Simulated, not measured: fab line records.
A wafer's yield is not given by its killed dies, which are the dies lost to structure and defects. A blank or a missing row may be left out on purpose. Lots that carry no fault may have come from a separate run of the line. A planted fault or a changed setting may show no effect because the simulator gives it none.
Which tool did it? -- flow nand harc -- 33 wafers from 11 lots sampled at 5 of the route's 1302 steps

WHAT THE GAUGES READ, wafer by wafer
The record lacks any reading of a measuring or inspecting step that a usual standard deviation could be used to judge.

WHICH TOOL RAN EACH LOT (tool, then ch and the chambers of the sampled wafers, then the start)
lot,NHARC_A_M1_STRIP_18,NHARC_A_M1_ETCH_28,NHARC_A_M1_ECD_22,NHARC_A_M1_CMP_23,NHARC_A_BONDPAD_CMP_29
L747,"rie diel-08 ch 0,2,3, day 23 09:47","rie diel-08 ch 0,1,3, day 23 10:49 or earlier","ecd cu-02 ch 0,1, day 23 10:49","cmp-04 ch 0,1,2, day 23 11:32","cmp-01 ch 0,2, day 23 13:08"
L746,"rie diel-05 ch 0,1,2, day 23 12:31","rie diel-05 ch 0,1, day 23 13:37 or earlier","ecd cu-02 ch 0,1, day 23 13:37","cmp-01 ch 0,1,2, day 23 14:23","cmp-04 ch 0,1,3, day 23 15:55"
L748,"rie diel-11 ch 0,2,3, day 24 06:13","rie diel-11 ch 1,2,3, day 24 07:12 or earlier","ecd cu-01 ch 0,1, day 24 07:12","cmp-02 ch 0,2,3, day 24 07:56","cmp-01 ch 0,2,3, day 24 09:31"
L749,"rie diel-08 ch 0,2,3, day 25 08:05","rie diel-08 ch 0,1,2, day 25 09:07 or earlier","ecd cu-01 ch 0,1, day 25 09:07","cmp-04 ch 1,2, day 25 09:50","cmp-03 ch 0,2,3, day 25 11:26"
L751,"rie diel-08 ch 1,2, day 25 12:47","rie diel-08 ch 0,2,3, day 25 13:51 or earlier","ecd cu-01 ch 0,1, day 25 13:51","cmp-01 ch 2,3, day 25 14:43","cmp-03 ch 1,2,3, day 25 16:30"
L752,"rie diel-11 ch 0,1,3, day 25 17:23","rie diel-11 ch 0,2,3, day 25 18:29 or earlier","ecd cu-01 ch 0,1, day 25 18:29","cmp-02 ch 2,3, day 25 19:07","cmp-01 ch 0,2, day 25 20:44"
L756,"rie diel-05 ch 0,1,2, day 27 05:07","rie diel-05 ch 2,3, day 27 06:14 or earlier","ecd cu-01 ch 0,1, day 27 06:14","cmp-02 ch 0,3, day 27 06:51","cmp-03 ch 0,1, day 27 08:26"
L759,"rie diel-05 ch 0,2,3, day 28 19:01","rie diel-05 ch 0,2,3, day 28 23:58 or earlier","ecd cu-02 ch 0,1, day 28 23:58","cmp-02 ch 0,1,2, day 29 00:38","cmp-04 ch 0,2,3, day 29 02:13"
L763,"rie diel-05 ch 2,3, day 29 06:21","rie diel-05 ch 0,1, day 29 07:30 or earlier","ecd cu-02 ch 0,1, day 29 07:30","cmp-04 ch 0,1, day 29 08:06","cmp-01 ch 0,2,3, day 29 10:29"
L765,"rie diel-08 ch 1,2, day 30 17:37","rie diel-08 ch 2,3, day 30 18:41 or earlier","ecd cu-02 ch 1, day 30 18:41","cmp-02 ch 0,3, day 30 19:22","cmp-03 ch 0,2,3, day 30 21:08"
L769,"rie diel-05 ch 2,3, day 31 22:29","rie diel-05 ch 0,1,3, day 31 23:35 or earlier","ecd cu-01 ch 0,1, day 31 23:35","cmp-02 ch 0,3, day 32 00:19","cmp-03 ch 1,2,3, day 32 01:53"
- NHARC_A_M1_STRIP_18: strips in N2/H2.
- NHARC_A_M1_ETCH_28: etches the open film in CF4/N2, target depth 30 nm, time 72.99 s.
- NHARC_A_M1_ECD_22: material Cu, target thk 400 nm.
- NHARC_A_M1_CMP_23: polishes, t overpolish 20 s, target thk 154.34 nm.
- NHARC_A_BONDPAD_CMP_29: polishes SiCN, target thk 200 nm.

WHAT THE TOOLS THEMSELVES READ (means of the sampled wafers that have a number; where no wafer has one, the mark that the record gives instead)
NHARC_A_M1_STRIP_18.
lot,tool,drypump motor current A (A),mfc ar sccm (sccm),oes product au (a.u.),rf vpp V (V),showerhead plenum p Torr (Torr),throttle valve pct (%)
L747,rie diel-08,5.8,0.003,0.992,91.5,2.07,14.170
L746,rie diel-05,5.8,0.012,1.012,90.8,2.06,14.173
L748,rie diel-11,5.9,0.013,0.998,91.0,2.09,14.170
L749,rie diel-08,5.8,0.003,1.000,90.7,2.07,14.162
L751,rie diel-08,5.5,0.000,0.990,90.3,1.97,14.168
L752,rie diel-11,5.9,0.013,0.995,90.8,2.13,14.170
L756,rie diel-05,5.9,0.012,0.995,90.2,2.06,14.174
L759,rie diel-05,6.2,0.003,0.988,89.8,2.00,14.183
L763,rie diel-05,6.0,0.005,1.005,90.6,2.06,14.170
L765,rie diel-08,5.5,0.000,0.994,90.7,1.97,14.166
L769,rie diel-05,6.0,0.005,1.004,90.9,2.05,14.167

NHARC_A_M1_ETCH_28.
lot,tool,drypump motor current A (A),mfc ar sccm (sccm),oes product au (a.u.),rf vpp V (V),showerhead plenum p Torr (Torr),throttle valve pct (%)
L747,rie diel-08,5.6,150.3,0.987,313.9,2.63,19.792
L746,rie diel-05,6.1,150.1,1.013,313.1,2.59,19.793
L748,rie diel-11,6.1,149.7,1.005,314.2,2.62,19.784
L749,rie diel-08,5.6,149.8,0.995,313.9,2.58,19.810
L751,rie diel-08,5.8,150.1,1.008,314.7,2.66,19.787
L752,rie diel-11,5.9,149.9,1.004,314.8,2.69,19.797
L756,rie diel-05,6.0,150.4,0.996,313.9,2.65,19.797
L759,rie diel-05,6.2,150.4,0.994,313.5,2.58,19.798
L763,rie diel-05,5.7,150.4,0.985,315.1,2.66,19.794
L765,rie diel-08,5.9,149.6,0.992,314.6,2.66,19.796
L769,rie diel-05,6.1,149.9,0.990,313.2,2.60,19.801

NHARC_A_M1_CMP_23.
lot,tool,motor current A (A),slurry flow ml min,time to endpoint s (s)
L747,cmp-04,12.6,150.5,27
L746,cmp-01,11.9,150.3,29
L748,cmp-02,11.4,149.7,31
L749,cmp-04,12.3,150.0,26
L751,cmp-01,12.2,150.5,29
L752,cmp-02,11.8,149.7,31
L756,cmp-02,12.0,150.3,29
L759,cmp-02,11.7,149.9,31
L763,cmp-04,12.3,150.6,26
L765,cmp-02,11.7,149.9,25
L769,cmp-02,12.3,150.0,27

NHARC_A_BONDPAD_CMP_29.
lot,tool,motor current A (A),slurry flow ml min
L747,cmp-01,12.2,149.8
L746,cmp-04,12.2,149.7
L748,cmp-01,11.5,149.9
L749,cmp-03,11.4,149.5
L751,cmp-03,11.8,150.6
L752,cmp-01,11.5,150.2
L756,cmp-03,11.4,150.3
L759,cmp-04,12.6,150.2
L763,cmp-01,11.9,150.1
L765,cmp-03,11.6,150.0
L769,cmp-03,11.4,149.9

THE ANSWER, worked out from the rows above alone
Rule: the lots themselves supply what counts as usual. Put in order of their means at a reading, lots are off if they are a third of the lots or fewer, leave a main group of 4 or more, and stand apart from it by a gap of 3 or more times the standard deviation of the main group's means; of several such gaps the widest counts. Not used: any main group whose means are identical at the precision the tables above print for the reading. Also off: a lot with no number at a reading for which 4 or more lots have one. All remaining lots with rows at the step are treated as sound. First the gauges in route order, then the tools' own readings, where a lot's mean is used as printed above. At the first step where some lot is off, the reading lying furthest off is the one used; lots without a number count as furthest.
No lot is off at any reading shown: from this, nothing can be told.

WHAT THE SIMULATOR PUT IN
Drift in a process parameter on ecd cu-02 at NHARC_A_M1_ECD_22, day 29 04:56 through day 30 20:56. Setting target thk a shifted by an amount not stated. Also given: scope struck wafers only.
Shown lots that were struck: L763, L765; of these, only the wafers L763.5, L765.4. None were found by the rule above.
